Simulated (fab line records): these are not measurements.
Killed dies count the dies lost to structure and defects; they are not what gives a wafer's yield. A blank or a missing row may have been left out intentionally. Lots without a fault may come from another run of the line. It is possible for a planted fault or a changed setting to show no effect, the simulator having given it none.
A struck lot beside a sound one + flow nand harc + 15 steps out of a route of 1302
Sound: the wafers L577.1, L577.2, L577.5. Struck: wafer L569.4. (L569.1, L569.3 of the same lot were not struck and are left out.) The cause comes at the end.
Order at every step that has rows: each side's tool, ch and its chambers, its first start. Under that, the readings that differ: sound wafers + struck wafers + difference of the means + sigmas: that difference in standard deviations of wafers without a fault.
alike: readings with means less than 2 such deviations apart, plus words and numbers identical on both sides. not compared: withheld readings, readings lacking a value on some wafer, bounds such as >300 that could conceal the same value, and numbers that have no deviation in the record and whose values overlap.
Wherever a step has rows on one side only, a row that says differs or no value, or a row with sigmas, the two part there. Numbers that don't overlap but have no deviation are shown without sigmas and don't part them. A reading missing from all wafers of one side parts the sides only when that side holds two or more wafers.

first, 2 steps without rows for these wafers: NHARC_A_DECK1_JOINT_ANNEAL_28 (time 1800 s); NHARC_A_DECK1_JOINT_ANNEAL_29 (time 1800 s).
NHARC_A_DECK1_JOINT_CMP_02: polishes SiOx.
  sound on cmp-01 ch 0,3, day 19 02:11; struck on cmp-02 ch 1, day 16 00:32
  alike: motor current A, slurry filter dp kPa
next, for these wafers, 1 step has no rows: NHARC_A_DECK1_JOINT_SRD_15.
NHARC_A_DECK1_JOINT_DEP_16: deposits SiO2, target thk 45 nm.
  sound on pecvd-02 ch 0,1,2, day 19 02:34; struck on pecvd-03 ch 2, day 16 00:58
  alike: heater power w, throttle valve pct
NHARC_A_DECK1_JOINT_THK_MEAS_17: measures by ellipsometry.
  sound on film metro-02, day 19 02:51; struck on film metro-02, day 16 01:13
| reading     | sound          | struck | difference | sigmas |
|-------------|----------------|--------|------------|--------|
| thk nm (nm) | 44.4 43.7 44.9 | 47.6   | +3.3       | +3     |
NHARC_A_DECK1_JOINT_INSPECT_05:
  sound on defect inspect-02, day 19 02:53; struck on defect inspect-02, day 16 01:15
  alike: raw defect count
then, no rows for these wafers at 1 step: NHARC_A_ONON_D2_DEP_00 (target thk 1000 nm).
NHARC_A_ONON_D2_THK_MEAS_02: measures by ellipsometry.
  sound on film metro-02, day 19 03:28; struck on film metro-01, day 16 01:50
  alike: thk nm
then, no rows for these wafers at 1 step: NHARC_A_ONON_D2_DEP_03 (target thk 1000 nm).
NHARC_A_ONON_D2_THK_MEAS_05: measures by ellipsometry.
  sound on film metro-01, day 19 04:02; struck on film metro-01, day 16 02:23
| reading     | sound       | struck | difference | sigmas |
|-------------|-------------|--------|------------|--------|
| thk nm (nm) | 982 982 984 | 1008   | +25        | +2     |
NHARC_A_ONON_D2_DEP_06: target thk 1000 nm.
  sound on pecvd onon-04 ch 0, day 19 04:05; struck on pecvd onon-02 ch 0, day 16 02:27
  alike: n2 flow sccm
NHARC_A_ONON_D2_THK_MEAS_08: measures by ellipsometry.
  sound on film metro-02, day 19 04:36; struck on film metro-01, day 16 02:57
| reading     | sound          | struck | difference | sigmas |
|-------------|----------------|--------|------------|--------|
| thk nm (nm) | 1008 1008 1009 | 1164   | +156       | +19    |
then, no rows for these wafers at 1 step: NHARC_A_ONON_D2_DEP_09 (target thk 1000 nm).
-- jump in the record: it breaks off in module A_ONON_D2 and resumes in module END (first step shown: number 1302 of the route), and 12 days separate the struck wafers' starts before and after --
NHARC_END_SORT_01:
  sound on prober-02 ch 0, day 30 18:23; struck on prober-01 ch 0, day 28 09:07
| reading             | sound    | struck | difference | sigmas |
|---------------------|----------|--------|------------|--------|
| killed at array     | 58 55 56 | 664    | +608       | +34    |
| killed at periphery | 2 4 1    | 12     | +10        | +3     |
| killed dies         | 64 61 60 | 677    | +615       | +32    |
  alike: killed at other, killed open, killed short

WHERE THEY PART
At NHARC_A_DECK1_JOINT_THK_MEAS_17 first; at NHARC_END_SORT_01 last (within this record only).

WHY: the cause the simulator had injected
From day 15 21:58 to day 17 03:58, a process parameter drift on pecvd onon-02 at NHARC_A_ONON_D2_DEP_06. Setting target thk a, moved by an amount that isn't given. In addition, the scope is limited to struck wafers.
